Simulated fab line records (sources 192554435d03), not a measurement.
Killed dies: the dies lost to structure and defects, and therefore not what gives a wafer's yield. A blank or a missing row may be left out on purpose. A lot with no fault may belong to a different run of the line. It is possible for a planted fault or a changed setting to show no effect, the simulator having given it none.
What tool caused it? || flow n5_finfet || 12 lots with 36 wafers sampled at 4 steps, on a route of 1938 steps

== WHAT THE GAUGES SHOWED, per wafer ==
N5_BEOL_M9_INSPECT_58: inspects for defects (darkfield). Usual: 65 for raw_defect_count, sd 25.
{"lot": "L452", "measured": "day 10 17:21", "on": "defect_inspect-02", "raw_defect_count": "50 54 36", "flag": ""}
{"lot": "L453", "measured": "day 10 18:24", "on": "defect_inspect-02", "raw_defect_count": "86 62 97", "flag": ""}
{"lot": "L454", "measured": "day 11 11:43", "on": "defect_inspect-02", "raw_defect_count": "69 35 68", "flag": ""}
{"lot": "L455", "measured": "day 11 12:10", "on": "defect_inspect-02", "raw_defect_count": "47 42 39", "flag": ""}
{"lot": "L459", "measured": "day 11 23:00", "on": "defect_inspect-02", "raw_defect_count": "84 64 69", "flag": ""}
{"lot": "L460", "measured": "day 12 11:29", "on": "defect_inspect-01", "raw_defect_count": "77 74 60", "flag": ""}
{"lot": "L458", "measured": "day 12 15:26", "on": "defect_inspect-01", "raw_defect_count": "77 59 57", "flag": ""}
{"lot": "L457", "measured": "day 12 15:35", "on": "defect_inspect-01", "raw_defect_count": "44 55 55", "flag": ""}
{"lot": "L464", "measured": "day 13 06:02", "on": "defect_inspect-01", "raw_defect_count": "128 100 77", "flag": ""}
{"lot": "L467", "measured": "day 14 11:12", "on": "defect_inspect-01", "raw_defect_count": "38 57 45", "flag": ""}
{"lot": "L473", "measured": "day 16 05:12", "on": "defect_inspect-02", "raw_defect_count": "59 86 63", "flag": ""}
{"lot": "L475", "measured": "day 16 07:24", "on": "defect_inspect-02", "raw_defect_count": "74 73 32", "flag": ""}

N5_BEOL_M10_CD_MEAS_11: the cd target is 64.1 nm. Usual: 64.0 nm for cd_nm, sd 0.63.
{"lot": "L452", "measured": "day 10 19:01", "on": "cd_sem-02", "cd_nm (nm)": "63.4 63.4 62.6", "flag": ""}
{"lot": "L453", "measured": "day 10 22:01", "on": "cd_sem-01", "cd_nm (nm)": "63.7 64.2 64.8", "flag": ""}
{"lot": "L454", "measured": "day 11 13:32", "on": "cd_sem-02", "cd_nm (nm)": "64.2 64.3 64.2", "flag": ""}
{"lot": "L455", "measured": "day 11 13:43", "on": "cd_sem-03", "cd_nm (nm)": "64.2 63.8 63.4", "flag": ""}
{"lot": "L459", "measured": "day 12 02:51", "on": "cd_sem-02", "cd_nm (nm)": "63.4 62.6 63.7", "flag": ""}
{"lot": "L460", "measured": "day 12 13:38", "on": "cd_sem-03", "cd_nm (nm)": "63.8 63.5 64.3", "flag": ""}
{"lot": "L458", "measured": "day 12 17:00", "on": "cd_sem-01", "cd_nm (nm)": "63.4 64.6 63.8", "flag": ""}
{"lot": "L457", "measured": "day 12 17:19", "on": "cd_sem-03", "cd_nm (nm)": "64.5 64.7 65.2", "flag": ""}
{"lot": "L464", "measured": "day 13 08:25", "on": "cd_sem-03", "cd_nm (nm)": "62.6 62.8 62.3", "flag": ""}
{"lot": "L467", "measured": "day 14 13:46", "on": "cd_sem-03", "cd_nm (nm)": "64.8 64.1 64.2", "flag": ""}
{"lot": "L473", "measured": "day 16 06:25", "on": "cd_sem-02", "cd_nm (nm)": "63.4 64.3 64.8", "flag": ""}
{"lot": "L475", "measured": "day 16 08:29", "on": "cd_sem-02", "cd_nm (nm)": "63.4 63.8 63.4", "flag": ""}

== WHAT TOOL EACH LOT RAN ON (gives the tool, then ch and the chambers of the sampled wafers, and finally the start) ==
{"lot": "L452", "N5_BEOL_M9_SPUTTER_48": "pvd_sputter-01, day 10 14:21", "N5_BEOL_M10_COAT_60": "litho_track-01 ch 0, day 10 18:39"}
{"lot": "L453", "N5_BEOL_M9_SPUTTER_48": "pvd_sputter-01, day 10 14:29", "N5_BEOL_M10_COAT_60": "litho_track-02 ch 0, day 10 21:47"}
{"lot": "L454", "N5_BEOL_M9_SPUTTER_48": "pvd_sputter-03, day 11 10:44", "N5_BEOL_M10_COAT_60": "litho_track-02 ch 0, day 11 13:10"}
{"lot": "L455", "N5_BEOL_M9_SPUTTER_48": "pvd_sputter-01, day 11 11:11", "N5_BEOL_M10_COAT_60": "litho_track-02 ch 0, day 11 13:21"}
{"lot": "L459", "N5_BEOL_M9_SPUTTER_48": "pvd_sputter-01, day 11 21:37", "N5_BEOL_M10_COAT_60": "litho_track-01 ch 0, day 12 02:29"}
{"lot": "L460", "N5_BEOL_M9_SPUTTER_48": "pvd_sputter-03, day 12 10:29", "N5_BEOL_M10_COAT_60": "litho_track-01 ch 0, day 12 13:16"}
{"lot": "L458", "N5_BEOL_M9_SPUTTER_48": "pvd_sputter-01, day 12 13:51", "N5_BEOL_M10_COAT_60": "litho_track-01 ch 0, day 12 16:46"}
{"lot": "L457", "N5_BEOL_M9_SPUTTER_48": "pvd_sputter-03, day 12 13:55", "N5_BEOL_M10_COAT_60": "litho_track-05 ch 0, day 12 16:56"}
{"lot": "L464", "N5_BEOL_M9_SPUTTER_48": "pvd_sputter-01, day 13 05:03", "N5_BEOL_M10_COAT_60": "litho_track-01 ch 0, day 13 08:02"}
{"lot": "L467", "N5_BEOL_M9_SPUTTER_48": "pvd_sputter-03, day 14 09:21", "N5_BEOL_M10_COAT_60": "litho_track-01 ch 0, day 14 13:32"}
{"lot": "L473", "N5_BEOL_M9_SPUTTER_48": "pvd_sputter-03, day 16 04:08", "N5_BEOL_M10_COAT_60": "litho_track-05 ch 0, day 16 06:03"}
{"lot": "L475", "N5_BEOL_M9_SPUTTER_48": "pvd_sputter-01, day 16 06:25", "N5_BEOL_M10_COAT_60": "litho_track-02 ch 0, day 16 08:15"}
- N5_BEOL_M9_SPUTTER_48: material Cu, target thk 12 nm, time 2 s.
- N5_BEOL_M10_COAT_60: time 60 s, resist thk 30 nm.

== WHAT THE TOOLS THEMSELVES READ (means of the sampled wafers that have a number; where no wafer has one, the mark that the record gives instead) ==
N5_BEOL_M9_SPUTTER_48. Usual: susceptor_temp_C -20.01 C, standard deviation 0.11; throttle_valve_pct 30.1 %, standard deviation 0.92.
{"lot": "L452", "tool": "pvd_sputter-01", "susceptor_temp_C (C)": -19.95, "throttle_valve_pct (%)": 30.5, "flag": ""}
{"lot": "L453", "tool": "pvd_sputter-01", "susceptor_temp_C (C)": -20.06, "throttle_valve_pct (%)": 29.5, "flag": ""}
{"lot": "L454", "tool": "pvd_sputter-03", "susceptor_temp_C (C)": -20.02, "throttle_valve_pct (%)": 30.2, "flag": ""}
{"lot": "L455", "tool": "pvd_sputter-01", "susceptor_temp_C (C)": -20.02, "throttle_valve_pct (%)": 30.1, "flag": ""}
{"lot": "L459", "tool": "pvd_sputter-01", "susceptor_temp_C (C)": -20.11, "throttle_valve_pct (%)": 30.1, "flag": ""}
{"lot": "L460", "tool": "pvd_sputter-03", "susceptor_temp_C (C)": -20.05, "throttle_valve_pct (%)": 30.6, "flag": ""}
{"lot": "L458", "tool": "pvd_sputter-01", "susceptor_temp_C (C)": -20.06, "throttle_valve_pct (%)": 29.8, "flag": ""}
{"lot": "L457", "tool": "pvd_sputter-03", "susceptor_temp_C (C)": -20.06, "throttle_valve_pct (%)": 30.3, "flag": ""}
{"lot": "L464", "tool": "pvd_sputter-01", "susceptor_temp_C (C)": -20.00, "throttle_valve_pct (%)": 29.8, "flag": ""}
{"lot": "L467", "tool": "pvd_sputter-03", "susceptor_temp_C (C)": -20.04, "throttle_valve_pct (%)": 29.9, "flag": ""}
{"lot": "L473", "tool": "pvd_sputter-03", "susceptor_temp_C (C)": -19.91, "throttle_valve_pct (%)": 30.7, "flag": ""}
{"lot": "L475", "tool": "pvd_sputter-01", "susceptor_temp_C (C)": -19.97, "throttle_valve_pct (%)": 30.4, "flag": ""}

N5_BEOL_M10_COAT_60. Usual: 1500.2 rpm for spin_speed_rpm, sd 0.98.
{"lot": "L452", "tool": "litho_track-01", "spin_speed_rpm (rpm)": 1499.9, "flag": ""}
{"lot": "L453", "tool": "litho_track-02", "spin_speed_rpm (rpm)": 1500.0, "flag": ""}
{"lot": "L454", "tool": "litho_track-02", "spin_speed_rpm (rpm)": 1499.9, "flag": ""}
{"lot": "L455", "tool": "litho_track-02", "spin_speed_rpm (rpm)": 1499.4, "flag": ""}
{"lot": "L459", "tool": "litho_track-01", "spin_speed_rpm (rpm)": 1500.5, "flag": ""}
{"lot": "L460", "tool": "litho_track-01", "spin_speed_rpm (rpm)": 1500.1, "flag": ""}
{"lot": "L458", "tool": "litho_track-01", "spin_speed_rpm (rpm)": 1500.0, "flag": ""}
{"lot": "L457", "tool": "litho_track-05", "spin_speed_rpm (rpm)": 1499.0, "flag": ""}
{"lot": "L464", "tool": "litho_track-01", "spin_speed_rpm (rpm)": 1424.2, "flag": "OFF"}
{"lot": "L467", "tool": "litho_track-01", "spin_speed_rpm (rpm)": 1424.9, "flag": "OFF"}
{"lot": "L473", "tool": "litho_track-05", "spin_speed_rpm (rpm)": 1500.4, "flag": ""}
{"lot": "L475", "tool": "litho_track-02", "spin_speed_rpm (rpm)": 1499.7, "flag": ""}

== THE ANSWER, worked out from the rows above alone ==
Rule: a lot counts as off when the mean over its wafers that have a number is more than 3 standard deviations away from the usual mean. Also off: a lot with no number at a reading for which 4 or more lots have one. Any other lot the step has rows for is counted as sound. Order of review: gauges by route order, followed by the tools' own readings, for which a lot's mean as printed above is used. The first step at which some lot is off is used, and at that step the reading that is off furthest; a lot without a number counts as furthest.
Off: L464, L467 (N5_BEOL_M10_COAT_60, spin_speed_rpm).
If a tool, at that step or one of the process steps before it, ran each lot that is off and ran no sound lot following the first of them, it fits. One candidate fits, namely litho_track-01 at N5_BEOL_M10_COAT_60. Its last sound lot is L458 (day 12 16:46), its first lot that is off L464 (day 13 08:02): a fault that began between those two fits.
On the lots that are off, the tool's own readings at N5_BEOL_M10_COAT_60 differ by more than 5 times the standard deviation of the sound lots' means, which bears it out; spin_speed_rpm reads 1424.6 rpm there versus 1499.9 rpm on the sound lots.

== WHAT WAS PUT IN BY THE SIMULATOR ==
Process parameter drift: litho_track-01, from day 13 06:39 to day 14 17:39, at N5_BEOL_M10_COAT_60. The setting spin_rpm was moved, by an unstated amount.
Lots struck among those shown: L464, L467. This agrees with what the rule above found.
